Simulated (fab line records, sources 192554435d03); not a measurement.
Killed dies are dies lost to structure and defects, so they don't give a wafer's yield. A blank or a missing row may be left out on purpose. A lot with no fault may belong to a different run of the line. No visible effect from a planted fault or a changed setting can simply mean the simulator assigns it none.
Split-lot trial + flow n5-finfet + 21 wafers read across 7 lots, on a route 1938 steps long

THE SPLIT
At N5_BEOL_M4_COAT_67 (time 60 s, resist thk 60 nm), the setting spin-rpm was moved away from the recipe's 1500 rpm on 7 of the 21 wafers read, by -8.2% to +10.5%. This setting was run at the recipe's value on the other wafers.

Reading taken at the split's own step.

THE READING
SOC_of_BEOL_M4_COAT_67.thk-nm (the simulator's own value, which no gauge read), in nm, at N5_BEOL_M4_COAT_67 (time 60 s, resist thk 60 nm). There is no usual value for it anywhere in the file. Here, 14 wafers ran the recipe; their average is 60.0 nm with a standard deviation of 0.11 nm.

| wafer  | tool, chamber at the split | spin-rpm as run, rpm | against the recipe | SOC_of_BEOL_M4_COAT_67.thk-nm, nm | against lot-mates on the recipe |
|--------|----------------------------|----------------------|--------------------|-----------------------------------|---------------------------------|
| L074.3 | litho-track-03, 0          | 1500                 | recipe             | 60                                | -                               |
| L074.5 | litho-track-03, 0          | 1500                 | recipe             | 60                                | -                               |
| L074.6 | litho-track-03, 0          | 1500                 | recipe             | 60                                | -                               |
| L076.2 | litho-track-05, 0          | 1377                 | -8.2%              | 62.8                              | +2.9                            |
| L076.4 | litho-track-05, 0          | 1500                 | recipe             | 59.8                              | -                               |
| L076.5 | litho-track-05, 0          | 1500                 | recipe             | 60                                | -                               |
| L088.1 | litho-track-02, 0          | 1500                 | recipe             | 60                                | -                               |
| L088.3 | litho-track-02, 0          | 1500                 | recipe             | 60                                | -                               |
| L088.6 | litho-track-02, 0          | 1500                 | recipe             | 60                                | -                               |
| L087.1 | litho-track-03, 0          | 1500                 | recipe             | 60                                | -                               |
| L087.6 | litho-track-03, 0          | 1500                 | recipe             | 60                                | -                               |
| L087.5 | litho-track-03, 0          | 1658                 | +10.5%             | 57                                | -3.0                            |
| L090.3 | litho-track-03, 0          | 1564                 | +4.3%              | 58.6                              | -1.4                            |
| L090.4 | litho-track-03, 0          | 1564                 | +4.3%              | 58.8                              | -1.2                            |
| L090.6 | litho-track-03, 0          | 1500                 | recipe             | 60                                | -                               |
| L092.3 | litho-track-02, 0          | 1500                 | recipe             | 59.6                              | -                               |
| L092.5 | litho-track-02, 0          | 1421                 | -5.3%              | 61.2                              | +1.6                            |
| L092.6 | litho-track-02, 0          | 1421                 | -5.3%              | 61.6                              | +2.0                            |
| L091.2 | litho-track-05, 0          | 1395                 | -7.0%              | 62.4                              | +2.4                            |
| L091.3 | litho-track-05, 0          | 1500                 | recipe             | 60                                | -                               |
| L091.5 | litho-track-05, 0          | 1500                 | recipe             | 60                                | -                               |

FIT RESULTS
A straight line over all 21 wafers: SOC_of_BEOL_M4_COAT_67.thk-nm changes by -0.305 nm for each +1% of spin-rpm; r = -0.99; the points scatter about the line by 0.18 nm.
The same after taking each lot's own level away (the mean of its wafers on the recipe; 21 wafers): -0.319 nm for each +1%; r = -0.99; scatter 0.13 nm.
The reading moves by 3.4 nm for the largest change in spin-rpm, on that fit.
From 59.60 to 60.00 nm: that is the span of the lots' own levels, equal to 3.6 times the standard deviation above.
The two slopes are in agreement: the lot-to-lot level therefore moves the slope only a little.
Check: for one of the wafers moved furthest among these (+10.5%), held out of the fit, the line's prediction against its lot-mates is -3.53 nm. Against them it came out at -3 nm.

OTHER SPLITS APPLIED TO THESE WAFERS
Before the reading, these wafers also passed through other splits. Each is held against what the fit with the lots' levels taken away leaves over:
| other split on the same wafers            | wafers away from the commonest value | r with SOC_of_BEOL_M4_COAT_67.thk-nm (lot level and that fit taken away) |
|-------------------------------------------|--------------------------------------|--------------------------------------------------------------------------|
| N5_BEOL_M0_TRENCH_ETCH_107 target-depth-a | 9                                    | +0.31                                                                    |
| N5_BEOL_M2_TRENCH_ETCH_37 bias-w          | 5                                    | -0.24                                                                    |
| N5_BEOL_M3_COAT_05 spin-rpm               | 5                                    | -0.21                                                                    |
| N5_BEOL_M3_EXPOSE_08 dose-mj              | 7                                    | +0.03                                                                    |
| N5_BEOL_M4_ILD_DEP_00 time-s              | 5                                    | -0.24                                                                    |
| N5_BEOL_M4_COAT_61 spin-rpm               | 8                                    | -0.27                                                                    |

FILE'S OWN FIT
SOC_of_BEOL_M4_COAT_67.thk-nm changes by -0.319 nm for each +1% of spin-rpm, r = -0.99.
